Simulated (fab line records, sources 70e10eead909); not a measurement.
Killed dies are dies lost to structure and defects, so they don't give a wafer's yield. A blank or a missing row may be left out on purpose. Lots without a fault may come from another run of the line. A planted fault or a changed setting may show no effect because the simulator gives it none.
fab line records | flow nand_harc
record lots=11 wafers=33 last_day=23
route steps=1159 shown A_CONTACT@937 A_BLC@978 END@1159
lots that met no fault: from a run of the same line without faults
start_h: hours from the record's first day to the start of the lot's first wafer shown | wait_h: hours since the lot's step before | " the same as in the row above | L1.1+2: a row that stands for several wafers | - no value, or no start given | * or withheld: withheld | < > ~ a bound
route shown NAME@n: a module of which the file shows steps, and the number in the route of the first | usual: mean/standard deviation of fault-free wafers | same: alike in all rows | chamber/n: place in a boat | sites: the reading at each site | _std_site: their standard deviation | _edge_site: outer sites' mean less inner sites' | radius_mm: how far each site lies from the wafer's centre | mask NAME#n: copy n | behind: the tool/chamber that last shaped the wafer | hold: why the lot was held/for how many hours/how that ended | device: the transistor (n, p or np) that didn't switch | end of line: the same wafers' tests at the end of the route | a step without rows: its recipe alone | killed: dies lost to structure and defects at the first sort, not the wafer's yield | map: a wafer's dies, x killed, . not, _ none there
set.NAME: the setting as run; set.NAME@STEP: as run at that earlier step | model.NAME: the simulator's own value behind a step, which no gauge read
steps of the route over a sample of lots; a table a step, a row a wafer
services: from which hour (start_h, from the record's first day; less than 0 if before it) a tool's chamber was out of use, for how many hours, and why
## steps
# step NHARC_A_CONTACT_INSPECT_10
# usual raw_defect_count=31/15
# columns lot.wafer tool chamber start_h wait_h raw_defect_count
L961.1 defect_inspect-02 - 383.24 0.0 27
L961.2 " - " " 19
L961.4 " - " " 26
L965.1 defect_inspect-02 - 394.67 0.0 20
L965.4 " - " " 29
L965.5 " - " " 22
L962.3 defect_inspect-02 - 395.91 0.0 11
L962.4 " - " " 19
L962.5 " - " " 18
L963.2 defect_inspect-01 - 400.41 0.0 29
L963.3 " - " " 29
L963.4 " - " " 31
L966.3 defect_inspect-01 - 414.96 0.0 9
L966.5 " - " " 11
L966.6 " - " " 10
L967.3 defect_inspect-02 - 422.97 0.0 24
L967.4 " - " " 15
L967.6 " - " " 17
L964.2 defect_inspect-01 - 423.89 0.0 35
L964.4 " - " " 50
L964.5 " - " " 37
L968.2 defect_inspect-02 - 437.11 0.0 49
L968.3 " - " " 34
L968.6 " - " " 46
L973.1 defect_inspect-02 - 468.77 0.0 45
L973.2 " - " " 43
L973.3 " - " " 37
L977.3 defect_inspect-01 - 488.78 0.0 14
L977.4 " - " " 14
L977.6 " - " " 12
L979.2 defect_inspect-02 - 497.44 0.0 64
L979.3 " - " " 41
L979.5 " - " " 67
# step NHARC_A_CONTACT_ETCH_30
# recipe target_depth_a=605 time_s=30.2 cf4_flow_sccm=100 chf3_flow_sccm=30 ar_flow_sccm=0 rf_w=500 bias_w=200 chemistry=CF4/CHF3
# usual cf4_flow_sccm=100.0/0.31 drypump_motor_current_A=5.7/0.49 oes_product_au=0.927/0.013 rf_vpp_V=370.9/2.4 run_length_s=51.6/0.42 showerhead_plenum_p_Torr=1.58/0.068 throttle_valve_pct=16.804/0.009
# columns lot.wafer tool chamber start_h wait_h cf4_flow_sccm drypump_motor_current_A oes_product_au rf_hours_counter_h rf_vpp_V run_length_s showerhead_plenum_p_Torr throttle_valve_pct
L961.1 rie_diel-07 2 - - 100.2 5.5 0.935 31 371.0 51.5 1.52 16.813
L961.2 " 0 " " 100.5 5.7 0.913 30 369.2 51.6 1.49 16.796
L961.4 " 2 " " 99.7 5.5 0.925 - 366.9 51.1 1.52 16.808
L965.1 rie_diel-01 1 - - 100.0 5.6 0.926 27 371.2 51.0 1.57 16.798
L965.4 " 2 " " 99.6 5.5 0.907 26 371.4 51.6 1.55 16.810
L965.5 " 3 " " 100.0 5.0 0.918 - 372.6 52.1 1.60 16.806
L962.4 rie_diel-01 3 - - 99.9 5.0 0.922 29 370.3 52.3 1.60 16.795
L962.3 " 0 " " 100.3 6.0 0.909 28 373.6 52.5 1.68 16.795
L962.5 " 1 " " 99.8 5.6 0.935 - 370.2 51.3 1.57 16.821
L963.3 rie_diel-07 2 - - 99.9 5.5 0.923 34 368.9 51.6 1.52 16.804
L963.2 " 0 " " 100.4 5.7 0.917 32 367.9 52.0 1.49 16.813
L963.4 " 1 " " 100.5 5.4 0.925 31 374.6 51.1 1.66 16.796
L966.3 rie_diel-08 0 - - 100.0 5.5 0.920 44 372.0 51.7 1.59 16.800
L966.5 " 2 " " 100.3 5.6 0.921 - 374.6 52.1 1.69 16.805
L966.6 " 3 " " 99.8 6.0 0.931 - 371.7 51.4 1.61 16.797
L967.3 rie_diel-07 2 - - 100.0 5.5 0.933 2 368.7 51.1 1.52 16.794
L967.4 " 3 " " 100.4 6.8 0.931 2 372.4 51.9 1.64 16.803
L967.6 " 2 " " 99.5 5.5 0.934 - 369.7 51.1 1.52 16.803
L964.4 rie_diel-01 2 - - 100.3 5.5 0.913 35 369.1 51.4 1.55 16.815
L964.2 " 3 " " 100.3 5.1 0.917 37 372.7 52.8 1.60 16.803
L964.5 " 2 " " 100.2 5.5 0.919 - 369.6 51.7 1.55 16.796
L968.2 rie_diel-07 3 - - 100.3 6.8 0.929 4 371.4 52.2 1.64 16.810
L968.3 " 0 " " 100.4 5.7 0.928 3 368.5 52.2 1.49 16.785
L968.6 " 2 " " 100.6 5.5 0.929 - 368.7 51.8 1.52 16.799
L973.2 rie_diel-07 2 - - 99.6 5.5 0.929 10 368.2 51.3 1.52 16.805
L973.1 " 3 " " 99.5 6.7 0.936 11 372.6 52.1 1.64 16.801
L973.3 " 1 " " 99.5 5.4 0.910 9 373.0 51.1 1.66 16.800
L977.4 rie_diel-07 2 - - 100.0 5.5 0.930 14 368.3 51.3 1.52 16.802
L977.3 " 3 " " 99.8 6.8 0.934 16 371.8 51.7 1.64 16.799
L977.6 " 2 " " 99.9 5.5 0.931 - 368.9 51.5 1.52 16.816
L979.3 rie_diel-07 2 - - 99.8 5.5 0.934 15 366.6 51.2 1.52 16.791
L979.2 " 3 " " 99.8 6.8 0.923 17 372.7 51.8 1.64 16.798
L979.5 " 2 " " 99.6 5.5 0.931 - 367.7 51.0 1.52 16.813
# step NHARC_A_CONTACT_ETCH_110
# recipe target_depth_a=500 overetch_a=50 time_s=27.5 ion_energy_ev=100 cf4_flow_sccm=80 o2_flow_sccm=20 ar_flow_sccm=0 rf_w=300 bias_w=100 chemistry=CF4/O2
# usual cf4_flow_sccm=79.99/0.26 drypump_motor_current_A=5.7/0.44 oes_product_au=1.000/0.0098 rf_vpp_V=198.0/1.3 run_length_s=48.9/0.34 showerhead_plenum_p_Torr=1.34/0.06 throttle_valve_pct=13.399/0.0094
# columns lot.wafer tool chamber start_h wait_h cf4_flow_sccm drypump_motor_current_A oes_product_au rf_hours_counter_h rf_vpp_V run_length_s showerhead_plenum_p_Torr throttle_valve_pct
L961.1 rie_diel-07 2 387.00 0.1 80.04 5.5 1.005 32 197.6 48.6 1.29 13.391
L961.2 " 1 " " 80.38 5.4 1.007 29 198.6 48.4 1.41 13.402
L961.4 " 0 " " 80.01 5.7 1.001 - 196.9 48.7 1.26 13.392
L965.4 rie_diel-07 1 397.61 0.1 80.12 5.4 0.998 31 198.7 48.8 1.41 13.393
L965.1 " 0 " " 79.72 5.7 0.989 32 196.3 48.8 1.26 13.392
L965.5 " 2 " " 80.27 5.5 0.991 - 196.5 48.6 1.29 13.393
L962.4 rie_diel-07 2 398.78 0.1 80.04 5.5 1.009 33 198.0 48.7 1.29 13.415
L962.3 " 0 " " 80.32 5.7 0.993 32 196.1 48.8 1.26 13.396
L962.5 " 3 " " 79.91 6.8 1.007 - 197.8 49.4 1.40 13.407
L963.4 rie_diel-07 0 403.06 0.1 79.63 5.7 0.998 33 195.9 49.0 1.26 13.406
L963.2 " 2 " " 79.71 5.5 1.001 34 198.5 48.6 1.29 13.389
L963.3 " 3 " " 79.90 6.8 1.008 32 199.6 49.1 1.40 13.402
L966.3 rie_diel-01 3 417.71 0.1 80.00 5.0 0.983 36 198.2 49.3 1.36 13.405
L966.5 " 0 " " 79.61 6.0 0.984 - 199.1 49.2 1.43 13.397
L966.6 " 1 " " 80.33 5.7 1.014 - 196.7 48.7 1.33 13.411
L967.3 rie_diel-08 3 425.83 0.1 79.83 6.0 0.988 45 197.5 48.9 1.37 13.392
L967.4 " 2 " " 79.59 5.6 0.990 48 201.8 49.2 1.43 13.380
L967.6 " 3 " " 80.04 6.0 0.998 - 197.3 49.2 1.37 13.402
L964.2 rie_diel-08 3 427.97 1.5 79.50 6.0 1.005 47 199.3 48.8 1.37 13.405
L964.4 " 1 " " 79.58 5.2 1.005 50 195.0 48.8 1.29 13.398
L964.5 " 3 " " 79.79 6.0 1.006 - 198.9 49.2 1.37 13.399
L968.3 rie_diel-07 1 439.77 0.1 79.63 5.3 0.995 4 199.7 48.6 1.41 13.408
L968.2 " 2 " " 80.25 5.5 1.013 5 198.0 48.4 1.29 13.406
L968.6 " 1 " " 80.18 5.3 0.990 - 198.4 48.7 1.41 13.395
L973.1 rie_diel-07 1 471.43 0.1 79.81 5.4 0.978 9 198.4 49.0 1.41 13.405
L973.3 " 2 " " 79.85 5.5 1.017 10 197.1 48.4 1.29 13.404
L973.2 " 3 " " 79.83 6.8 0.998 12 198.5 49.1 1.39 13.404
L977.3 rie_diel-08 0 491.44 0.1 80.28 5.5 0.988 1 197.7 48.8 1.35 13.406
L977.4 " 2 " " 79.89 5.6 1.004 1 199.8 49.5 1.43 13.399
L977.6 " 3 " " 79.87 6.0 1.003 - 199.3 48.8 1.36 13.397
L979.3 rie_diel-08 0 500.33 0.1 79.83 5.6 0.992 5 198.9 48.6 1.35 13.407
L979.2 " 2 " " 80.26 5.6 0.998 7 199.8 49.2 1.43 13.395
L979.5 " 0 " " 80.22 5.5 0.981 - 195.8 48.8 1.35 13.402
# step NHARC_A_BLC_ETCH_16
# recipe target_depth_a=390 over_etch_frac=0.3 time_s=65 ion_energy_ev=80 cf4_flow_sccm=150 ar_flow_sccm=0 rf_w=300 bias_w=100 chemistry=CF4
# usual cf4_flow_sccm=150.0/0.45 drypump_motor_current_A=5.59/0.23 oes_product_au=0.999/0.0096 rf_vpp_V=151.0/1.3 run_length_s=86.3/0.53 showerhead_plenum_p_Torr=1.75/0.077 throttle_valve_pct=13.285/0.0099
# same over_etch_frac=0.3
# columns lot.wafer tool chamber start_h wait_h cf4_flow_sccm drypump_motor_current_A oes_product_au rf_hours_counter_h rf_vpp_V run_length_s showerhead_plenum_p_Torr throttle_valve_pct
L961.1 rie_diel-11 3 392.86 0.1 150.7 5.89 1.000 2 148.7 87.0 1.72 13.260
L961.2 " 0 " " 149.6 5.36 0.999 1 148.6 85.8 1.68 13.277
L961.4 " 0 " " 149.6 5.39 1.000 - 149.0 86.0 1.68 13.276
L965.1 rie_diel-09 0 400.60 0.1 150.8 5.38 0.989 12 150.9 86.7 1.79 13.300
L965.4 " 1 " " 149.3 5.70 1.003 12 152.5 87.2 1.88 13.285
L965.5 " 1 " " 149.6 5.72 1.013 - 153.3 86.6 1.88 13.305
L962.3 rie_diel-09 2 405.46 0.1 150.3 5.83 0.988 13 149.1 86.3 1.66 13.271
L962.4 " 3 " " 149.4 5.52 1.012 13 151.4 85.3 1.69 13.299
L962.5 " 3 " " 150.3 5.55 1.016 - 148.5 85.3 1.69 13.278
L963.2 rie_diel-11 3 406.04 0.1 149.4 5.88 0.999 4 150.9 86.8 1.72 13.268
L963.4 " 0 " " 150.3 5.37 0.995 3 150.4 86.2 1.68 13.288
L963.3 " 2 " " 149.9 5.60 0.987 2 150.4 86.8 1.69 13.281
L966.3 rie_diel-11 1 421.52 0.1 149.7 5.51 0.999 5 149.7 87.0 1.76 13.295
L966.6 " 3 " " 149.1 5.88 1.008 - 151.0 87.4 1.72 13.293
L966.5 " 0 " " 150.8 5.37 0.998 - 150.0 86.4 1.68 13.287
L967.3 rie_diel-09 1 428.78 0.1 149.4 5.69 1.011 14 153.0 86.7 1.88 13.295
L967.4 " 1 " " 149.3 5.72 1.005 - 152.3 86.4 1.88 13.295
L967.6 " 3 " " 149.8 5.54 1.016 - 149.1 85.2 1.69 13.288
L964.4 rie_diel-09 0 430.78 0.1 150.2 5.37 1.013 15 150.9 86.4 1.79 13.289
L964.2 " 2 " " 150.0 5.81 0.998 14 149.4 87.0 1.66 13.292
L964.5 " 3 " " 150.1 5.55 1.020 - 149.6 85.2 1.69 13.285
L968.3 rie_diel-09 3 447.49 0.1 150.4 5.54 1.025 1 151.0 85.2 1.69 13.299
L968.2 " 0 " " 150.0 5.38 1.008 1 152.0 86.5 1.79 13.297
L968.6 " 2 " " 149.6 5.80 0.991 - 149.4 86.4 1.66 13.271
L973.2 rie_diel-09 3 474.73 0.1 149.8 5.56 0.999 3 149.1 85.6 1.69 13.283
L973.3 " 1 " " 150.3 5.69 0.990 3 153.3 87.0 1.88 13.294
L973.1 " 2 " " 150.6 5.80 0.987 4 150.2 86.3 1.66 13.279
L977.4 rie_diel-09 0 502.52 0.1 150.7 5.40 0.990 7 153.1 68.1 1.79 13.280
L977.3 " 1 " " 150.3 5.70 1.011 7 152.4 86.3 1.88 13.281
L977.6 " 1 " " 150.3 5.72 1.009 - 153.5 86.4 1.88 13.284
L979.2 rie_diel-09 0 506.16 0.1 149.8 5.36 0.994 8 150.9 67.8 1.79 13.277
L979.3 " 2 " " 150.1 5.80 0.980 7 149.9 86.4 1.66 13.275
L979.5 " 0 " " 150.3 5.35 0.997 - 152.4 67.8 1.79 13.291
# step NHARC_END_SORT_01
# recipe temp_c=25
# usual killed_at_array=28/11 killed_at_other=0.6/0.85 killed_at_periphery=2.8/2.3 killed_dies=31/11 killed_open=3.1/1.6 killed_short=2.0/1.4
# same gross_dies=677
# columns lot.wafer tool chamber start_h wait_h hold killed_at_array killed_at_other killed_at_periphery killed_dies killed_open killed_short
L973.1 prober-02 0 523.32 2.5 - 31 0 1 32 2 2
L973.2 prober-02 0 524.12 2.8 - 48 0 1 49 3 4
L973.3 prober-02 0 524.92 3.1 - 33 0 2 35 2 3
L977.3 prober-02 0 553.13 3.1 await_dispo/2.3h/release 12 0 5 17 3 2
L977.4 prober-02 0 553.92 3.4 await_dispo/2.3h/release 420 0 4 424 4 3
L977.6 prober-02 0 555.52 4.0 await_dispo/2.3h/release 11 0 6 17 7 1
L979.2 prober-01 0 557.13 2.8 await_dispo/1.3h/release 438 0 4 442 5 1
L979.3 prober-01 0 557.93 3.1 await_dispo/1.3h/release 41 0 3 44 4 0
L979.5 prober-01 0 559.52 3.7 await_dispo/1.3h/release 398 0 4 402 3 1
# killed by level:class
L973.1 A_CHANNEL_HOLE_D1:chamber_film_flake=11 A_SLIT:chamber_film_flake=9 A_CONTACT:chamber_film_flake=5 A_STAIRCASE:chamber_film_flake=2 A_ONON_D1:geometric_particle:short=1 A_CHANNEL_FILL_D1:geometric_particle:short=1 A_CONTACT:geometric_particle:open=1 A_M0:geometric_particle:open=1
L973.2 A_CHANNEL_HOLE_D1:chamber_film_flake=21 A_SLIT:chamber_film_flake=16 A_CONTACT:chamber_film_flake=4 A_CONTACT:geometric_particle:open=2 P_CONTACT:geometric_particle:short=1 A_ONON_D1:geometric_particle:open=1 A_CHANNEL_FILL_D1:geometric_particle:short=1 A_SGD_CUT:geometric_particle:short=1
L973.3 A_CHANNEL_HOLE_D1:chamber_film_flake=11 A_SLIT:chamber_film_flake=10 A_CONTACT:chamber_film_flake=4 A_WL_FILL:geometric_particle:short=3 A_STAIRCASE:chamber_film_flake=3 P_CONTACT:geometric_particle:open=1 A_SOURCE_PLATE:geometric_particle:open=1 P_M2:chamber_film_flake=1
L977.3 A_CONTACT:chamber_film_flake=4 A_ONON_D1:geometric_particle:open=2 P_BONDPAD:chamber_film_flake=2 A_CHANNEL_HOLE_D1:chamber_film_flake=2 P_M0:geometric_particle:open=1 A_CONTACT:geometric_particle:short=1 A_M1:geometric_particle:short=1 P_STI:chamber_film_flake=1
L977.4 A_BLC:area_etch=407 A_CHANNEL_HOLE_D1:chamber_film_flake=6 A_WL_FILL:geometric_particle:short=2 A_CONTACT:chamber_film_flake=2 P_CONTACT:geometric_particle:open=1 P_M0:geometric_particle:open=1 A_CONTACT:geometric_particle:open=1 A_CONTACT:geometric_particle:short=1
L977.6 A_CHANNEL_HOLE_D1:chamber_film_flake=4 P_STI:chamber_film_flake=3 P_M0:geometric_particle:open=2 P_BONDPAD:geometric_particle:open=1 A_ONON_D1:geometric_particle:short=1 A_ONON_D1:geometric_particle:open=1 A_SGD_CUT:geometric_particle:open=1 A_WL_FILL:geometric_particle:open=1
L979.2 A_BLC:area_etch=387 A_CHANNEL_HOLE_D1:chamber_film_flake=24 A_SLIT:chamber_film_flake=19 A_WL_FILL:chamber_film_flake=2 A_CONTACT:chamber_film_flake=2 P_M0:geometric_particle:short=1 P_M0:geometric_particle:open=1 A_CHANNEL_HOLE_D1:geometric_particle:open=1
L979.3 A_SLIT:chamber_film_flake=16 A_CHANNEL_HOLE_D1:chamber_film_flake=13 A_CONTACT:chamber_film_flake=7 P_ZERO_WELL:chamber_film_flake=2 P_M0:geometric_particle:open=1 A_CHANNEL_FILL_D1:geometric_particle:open=1 A_M0:geometric_particle:open=1 A_M1:geometric_particle:open=1
L979.5 A_BLC:area_etch=353 A_CHANNEL_HOLE_D1:chamber_film_flake=21 A_SLIT:chamber_film_flake=18 A_CONTACT:chamber_film_flake=3 P_STI:geometric_particle:open=1 P_CONTACT:geometric_particle:open=1 A_SGD_CUT:geometric_particle:open=1 A_M0:geometric_particle:short=1
## services
# columns tool chamber start_h hours kind
rie_diel-11 - 366.98 9.0 pm
rie_diel-07 3 381.67 14.3 repair
rie_diel-07 0 384.37 - clean
rie_diel-07 1 384.37 - clean
rie_diel-07 2 384.37 - clean
rie_diel-11 2 391.38 7.8 repair
rie_diel-07 - 405.20 9.0 pm
rie_diel-07 0 405.20 9.0 vent_cycle
rie_diel-07 1 405.20 9.0 vent_cycle
rie_diel-07 2 405.20 9.0 vent_cycle
rie_diel-07 3 405.20 9.0 vent_cycle
rie_diel-07 0 414.20 - clean
rie_diel-07 1 414.20 - clean
rie_diel-07 2 414.20 - clean
rie_diel-07 3 414.20 - clean
rie_diel-09 2 425.96 4.0 repair
rie_diel-09 - 431.13 9.0 pm
rie_diel-07 0 438.89 - clean
rie_diel-07 1 438.89 - clean
rie_diel-09 3 459.44 10.8 repair
rie_diel-08 - 478.86 9.0 pm
rie_diel-11 - 480.10 1.0 repair
rie_diel-11 2 487.27 21.6 repair
rie_diel-01 - 492.38 9.0 pm
## key
first_sign step=NHARC_A_BLC_ETCH_16 reading=run_length_s direction=down sigmas=35 usual=* struck=*
effect step=NHARC_END_SORT_01 reading=killed_at_array direction=up sigmas=34 usual=28 struck=419
more_kills_born_at NHARC_A_BLC_ETCH_16@rie_diel-09=1147
met_at NHARC_A_BLC_ETCH_16
struck_lots L977,L979
struck_wafers L977.4,L979.2,L979.5
later_rows_left_out L977.4,L979.2,L979.5
tester_left_out L977,L979
not_acting_at NHARC_A_CONTACT_INSPECT_10,NHARC_A_CONTACT_ETCH_30,NHARC_A_CONTACT_ETCH_110
onset_between 447.49 502.52
fault kind=process_parameter_drift tool=rie_diel-09 chamber=0 onset_h=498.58 steps=NHARC_A_BLC_ETCH_16 channel=time_s offset=* shape=step end_h=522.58 acts_in=* stated=*
# tester_left_out: of these lots the tester's yield and bins aren't shown, on N5 and GAA mostly nor the transistor test; their killed dies are dies lost to structure and defects alone, not to doping, threshold or leakage, so they don't give the yield
# later_rows_left_out: the simulator's readings of these wafers behind a module that went badly wrong aren't trusted and aren't shown, but for the sort
